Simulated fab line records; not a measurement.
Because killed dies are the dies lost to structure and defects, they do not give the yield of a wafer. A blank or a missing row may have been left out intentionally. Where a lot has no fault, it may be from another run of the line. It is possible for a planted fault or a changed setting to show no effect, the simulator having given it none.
2 desks, one fault -- flow n5 finfet -- each desk has only its own numbers; what lay behind them comes last

FOR THE TOOL OWNER'S DESK: rie diel-04
The tool's own readings at N5_BEOL_M0_SAQP_HM_OPEN_112 (chemistry CHF3/O2, target SiO2, stops on a-Si, target depth 12 nm, time 13.5 s): means of the sampled wafers that have a number, for each lot that ran on this tool. Marked OUT: a lot whose mean sits more than 4 standard deviations from the usual mean, which makes it out of limits; the brackets give that distance.
Columns: A = chamber pressure mTorr at N5_BEOL_M0_SAQP_HM_OPEN_112, usual 30.002 mTorr; B = drypump motor current A at N5_BEOL_M0_SAQP_HM_OPEN_112, usual 5.7 A; C = oes product au at N5_BEOL_M0_SAQP_HM_OPEN_112, usual 0.50 a.u.; D = rf vpp V at N5_BEOL_M0_SAQP_HM_OPEN_112, usual 520 V; E = showerhead plenum p Torr at N5_BEOL_M0_SAQP_HM_OPEN_112, usual 2.37 Torr; F = throttle valve pct at N5_BEOL_M0_SAQP_HM_OPEN_112, usual 18.71 %
lot,first seen here,A,B,C,D,E,F
L899,day 6 13:28,30.007,5.7,0.50,521,2.38,18.73
L915,day 10 12:17,29.992,6.0,0.53,521,2.34,18.55
L916,day 11 02:08,30.036,6.0,0.54,522,2.38,18.52
L917,day 11 05:05,29.996,6.0,0.53,522,2.34,18.56
This desk's verdict: no lot among the 4 shows anything out of limits.

AT THE METROLOGY DESK
What the gauges read, lot by lot, whatever tool the lot ran on: means of the sampled wafers that have a number. Marked OUT: a lot whose mean sits more than 4 standard deviations from the usual mean, which makes it out of limits; the brackets give that distance. It has 10 readings; the 7 that lie furthest out on some lot are the ones shown.
Columns: A = DIBL_N at N5_BEOL_M4_RC_MEAS_101, usual 36.5 mV/V; B = DIBL_P at N5_BEOL_M4_RC_MEAS_101, usual 36.6 mV/V; C = IOFF_N at N5_BEOL_M4_RC_MEAS_101, usual 0.167 nA/um; D = IOFF_P at N5_BEOL_M4_RC_MEAS_101, usual 0.21 nA/um; E = ION_N at N5_BEOL_M4_RC_MEAS_101, usual 674 uA/um; F = SS_P at N5_BEOL_M4_RC_MEAS_101, usual 73.4 mV/dec; G = VT_N at N5_BEOL_M4_RC_MEAS_101, usual 249 mV
lot,first seen here,A,B,C,D,E,F,G
L899,day 9 03:25,36.1,33.7,0.151,0.20,668,72.6,249
L910,day 12 01:53,38.3,38.9,0.201,0.23,678,74.0,248
L915,day 13 01:53,34.8,34.4,0.128,0.18,664,73.2,257
L916,day 13 07:20,36.3,37.6,0.185,0.25,682,73.6,246
L917,day 13 16:08,36.6,36.0,0.143,0.21,658,73.0,252
This desk's verdict: no lot among the 5 shows anything out of limits.

TAKEN TOGETHER
The desk of the tool owner found nothing out of limits.
At the metrology desk, nothing out of limits was observed.

WHAT WAS PUT IN BY THE SIMULATOR
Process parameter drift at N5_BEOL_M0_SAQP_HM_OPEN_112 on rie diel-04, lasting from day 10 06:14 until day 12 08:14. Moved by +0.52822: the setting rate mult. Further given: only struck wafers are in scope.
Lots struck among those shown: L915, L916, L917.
